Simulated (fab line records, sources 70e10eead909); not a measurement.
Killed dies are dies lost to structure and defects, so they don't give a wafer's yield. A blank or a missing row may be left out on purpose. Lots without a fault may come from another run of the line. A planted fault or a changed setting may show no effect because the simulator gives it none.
A struck lot beside a sound one | flow nand_harc | 13 steps out of a route of 1159
Sound: wafers L187.3, L187.4, L187.6. Struck: wafers L198.5, L198.6. The cause comes at the end.
At each step with rows: each side's tool, then ch and its chambers, then its first start. Under that, the readings that differ: sound wafers | struck wafers | difference of the means | sigmas: that difference in standard deviations of wafers without a fault.
alike: readings whose means differ by less than 2 such deviations, and words and numbers that are the same on both sides. not compared: withheld readings, readings that some wafer has no value for, bounds like >300 that may hide the same value, and numbers for which the record gives no deviation and whose values overlap.
The two part at a step that has a row with sigmas, a row that says differs or no value, or rows on one side only. Numbers that don't overlap but have no deviation are shown without sigmas and don't part them. A reading that every wafer of one side lacks parts them only if that side has two wafers or more.

first, 1 step without rows for these wafers: NHARC_A_SLIT_SRD_20.
NHARC_A_SLIT_CD_MEAS_21:
  sound on cd_sem-02, day 14 16:50; struck on cd_sem-03, day 17 11:29
  alike: cd_nm
then, 3 steps without rows for these wafers: NHARC_A_SIN_REMOVE_WET_00 (chemistry H3PO4, time 15300 s); NHARC_A_SIN_REMOVE_PRECLEAN_01 (cleans in SC1); NHARC_A_SIN_REMOVE_SRD_02.
NHARC_A_SIN_REMOVE_INSPECT_04:
  sound on defect_inspect-02, day 14 23:22; struck on defect_inspect-02, day 17 18:31
  reading          | sound       | struck  | difference | sigmas
  raw_defect_count | 241 289 260 | 495 401 | +185       | +3
NHARC_A_WL_FILL_ALD_00: deposits Al2O3, target thk 3 nm, pulse time 3 s, ald cycles 30.
  sound on ald_hk-02 ch 2,3, day 14 23:34; struck on ald_hk-01 ch 1,2, day 17 18:42
  alike: heater_power_w, precursor_pulse_height_rel
NHARC_A_WL_FILL_RTA_01: time 5 s.
  sound on rtp_anneal-02 ch 0, day 14 23:55; struck on rtp_anneal-02 ch 0, day 17 19:08
  alike: lamp_power_pct, wafer_temp_C_max
NHARC_A_WL_FILL_ALD_02: deposits TiN, target thk 2 nm, pulse time 3 s, ald cycles 100.
  sound on ald_metal-01 ch 0,1,2, day 15 00:07; struck on ald_metal-03 ch 0,3, day 17 19:23
  alike: heater_power_w, precursor_pulse_height_rel
NHARC_A_WL_FILL_CVD_03: deposits W, target thk 40 nm, time 3302 s.
  sound on cvd_w-02 ch 0,1, day 15 04:05; struck on cvd_w-01 ch 0,1, day 17 21:48
  alike: heater_power_w, throttle_valve_pct
NHARC_A_WL_FILL_ETCHBACK_04: etches the open film in NF3, target depth 60 nm, time 120 s.
  sound on rie_metal-01 ch 0,1, day 15 06:32; struck on rie_metal-03 ch 0,1, day 17 23:23
  reading          | sound             | struck    | difference | sigmas
  run_length_s (s) | 141.5 141.6 141.2 | 89.7 90.6 | -51.3      | -99 or more
  alike: chamber_pressure_mTorr, drypump_motor_current_A, oes_product_au
  not compared: rf_hours_counter_h
NHARC_A_WL_FILL_ETCHBACK_05: etches the open film in Cl2/BCl3, target depth 22 nm, time 60 s.
  sound on rie_metal-01 ch 0,1, day 15 06:44; struck on rie_metal-03 ch 0,1, day 17 23:32
  alike: chamber_pressure_mTorr, drypump_motor_current_A, oes_product_au, run_length_s
  not compared: rf_hours_counter_h
-- the record jumps here: 4 days lie between the struck wafers' starts before and after (it left off in module A_WL_FILL and takes up again in module END, whose first step shown is number 1159 of the route) --
NHARC_END_SORT_01:
  the record has rows for the struck wafers here (prober-02 ch 0, day 22 05:00) and none for the sound ones

WHERE THEY PART
First at NHARC_A_SIN_REMOVE_INSPECT_04; last, within this record, at NHARC_END_SORT_01.

WHY: what the simulator had put in
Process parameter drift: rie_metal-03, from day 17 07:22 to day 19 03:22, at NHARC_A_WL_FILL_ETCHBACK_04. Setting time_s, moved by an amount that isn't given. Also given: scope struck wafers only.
